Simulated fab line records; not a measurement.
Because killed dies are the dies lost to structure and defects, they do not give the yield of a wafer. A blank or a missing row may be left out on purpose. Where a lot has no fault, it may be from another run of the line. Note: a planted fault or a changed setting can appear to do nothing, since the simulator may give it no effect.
Problem report, 8D (eight disciplines) form, completed by code	flow nand-harc	the parts of the form that need people (team, actions taken, sign-off) are left out

## 1. WHAT IS WRONG
killed-at-array at NHARC_END_SORT_01 reads a mean of 657 on 3 wafers of 2 lots; wafers without a fault read 55 with a standard deviation of 17. That puts it +35 standard deviations away from the usual mean.
First seen on wafer L282.4, day 33 14:10, on prober-02. The record holds 6 wafers of 2 lots with a number at this step. Rule for "out", or "out of limits": more than 4 standard deviations from the usual mean. All remaining wafers that have a number are taken as sound.

## 2. WHAT THIS IS AND IS NOT
question	is	is not
which readings at this step	killed-at-array, killed-dies	killed-at-other, killed-open, killed-short
which lots	L282, L283	-
which wafers of those lots	L282.4, L283.4, L283.6	L282.1, L282.3, L283.2
read on which gauges	prober-01, prober-02	-
when	from day 33 14:10	up to then (2 sound wafers); but 1 sound wafer of L283 came after

## 3. SUSPECTS, AND WHAT RULES EACH OUT
Counting: any tool at a process step up to the reading remains a suspect provided it ran every lot that is out. Sound lots after the first of them don't rule it out here, since some wafers of a struck lot are sound.
- the gauge at NHARC_END_SORT_01 has been ruled out. Those wafers that are out were read across 2 gauges (prober-01, prober-02).
- har-etch-01 at NHARC_A_CHANNEL_HOLE_D2_ETCH_24 (etches the open film in C4F8/O2/Ar, time 906.2 s, target depth 1500 nm): kept. It ran every lot that is out, first L282 (day 22 04:03).
- rie-diel-03 at NHARC_A_CHANNEL_FILL_D2_ETCHBACK_20 (etches the open film in C4F8/O2/Ar, target depth 27 nm, time 13.5 s): kept. It ran every lot that is out, first L282 (day 23 09:45). Its own run-length-s readings are out on those wafers.
What counting leaves: har-etch-01 at NHARC_A_CHANNEL_HOLE_D2_ETCH_24 and rie-diel-03 at NHARC_A_CHANNEL_FILL_D2_ETCHBACK_20.

## 4. THE CAUSE (what the simulator had put in)
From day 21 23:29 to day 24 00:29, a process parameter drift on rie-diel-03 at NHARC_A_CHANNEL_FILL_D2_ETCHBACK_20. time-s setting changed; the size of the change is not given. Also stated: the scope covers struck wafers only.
Counting leaves 2 suspects; this tool is one of them.

## 5. THE EFFECT CHAIN, in route order
Each row: a reading where the mean over the struck wafers with a number is more than 3 standard deviations away from the usual. Only readings for which the record gives a usual standard deviation are gone through. hours: the time from each lot's start at the first step in this table that gives one to its start at this step, as a median over the lots. sigmas: the change in usual standard deviations.
hours	step	reading	usual	on struck wafers	change	sigmas
0	NHARC_A_CHANNEL_FILL_D2_ETCHBACK_20	run-length-s	34.5 s	30.0	-4.5	-11
242	NHARC_END_SORT_01	killed-at-array	55	657	+602	+35
242	NHARC_END_SORT_01	killed-dies	59	664	+605	+36
The process steps in it:
- NHARC_A_CHANNEL_FILL_D2_ETCHBACK_20: etches the open film in C4F8/O2/Ar, target depth 27 nm, time 13.5 s.

## 6. WHAT WOULD HAVE CAUGHT IT SOONER
279 hours passed between the start of the fault at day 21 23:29 and the first reading out of limits at a measuring or inspecting step in this record, taken at day 33 14:10.
The tool's own readings at NHARC_A_CHANNEL_FILL_D2_ETCHBACK_20 were out on every struck wafer that the step has a row for (run-length-s): an alarm limit on them would have fired on the first of those.
By day 33 14:10, every lot that is out (2) had started NHARC_A_CHANNEL_FILL_D2_ETCHBACK_20 on rie-diel-03. Tool hold at that time: it would have spared none of them.
